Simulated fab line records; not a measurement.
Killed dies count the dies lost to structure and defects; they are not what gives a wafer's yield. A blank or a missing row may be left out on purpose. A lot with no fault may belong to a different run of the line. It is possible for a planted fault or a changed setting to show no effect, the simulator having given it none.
Matching of chambers	flow n5Finfet	N5_BEOL_M9_STRIP_67 on rieDiel-03: 4 sister chambers
The step strips in CF4. 4 wafers are shown with their chamber, then 12 later ones without.

== WAFERS PAIRED WITH THEIR CHAMBERS ==
wafer	chamber	showerheadPlenumPTorr (Torr)
L086.4	2	1.85
L087.5	1	1.84
L090.1	3	1.66
L090.6	0	1.84

== WAFERS WITH NO CHAMBER GIVEN ==
wafer	showerheadPlenumPTorr (Torr)
L093.1	1.84
L093.4	1.84
L093.5	1.66
L094.2	1.84
L094.3	1.85
L094.4	1.84
L095.1	1.84
L095.3	1.66
L095.4	1.84
L097.1	1.66
L097.4	1.83
L097.5	1.83

== THE CHAMBER EACH PASSED THROUGH ==
wafer	from the rows above	in truth
L093.1	can't be placed: 0 or 1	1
L093.4	can't be placed: 0 or 1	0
L093.5	3	3
L094.2	can't be placed: 0 or 1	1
L094.3	2	2
L094.4	can't be placed: 0 or 1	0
L095.1	can't be placed: 0 or 1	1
L095.3	3	3
L095.4	can't be placed: 0 or 1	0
L097.1	3	3
L097.4	can't be placed: 0 or 1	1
L097.5	can't be placed: 0 or 1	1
4 of 12 placed correctly. Can't be placed from these rows: 8 (the true chamber is among the candidates in 8). Number placed wrongly: 0.
How it was worked out, from the rows above alone: a wafer's distance from a chamber is the root of the sum, over the readings, of the square of ((its reading less the chamber's mean) divided by the reading's scatter). If the next closest chamber is less than 2 further off than the closest, the wafer can't be placed; otherwise it belongs to the closest. For every chamber, the mean is computed from those of its wafers that are shown. The scatter: with one shown wafer a chamber, the root of the mean of the squares of how far each hidden wafer lies from its nearest shown one.
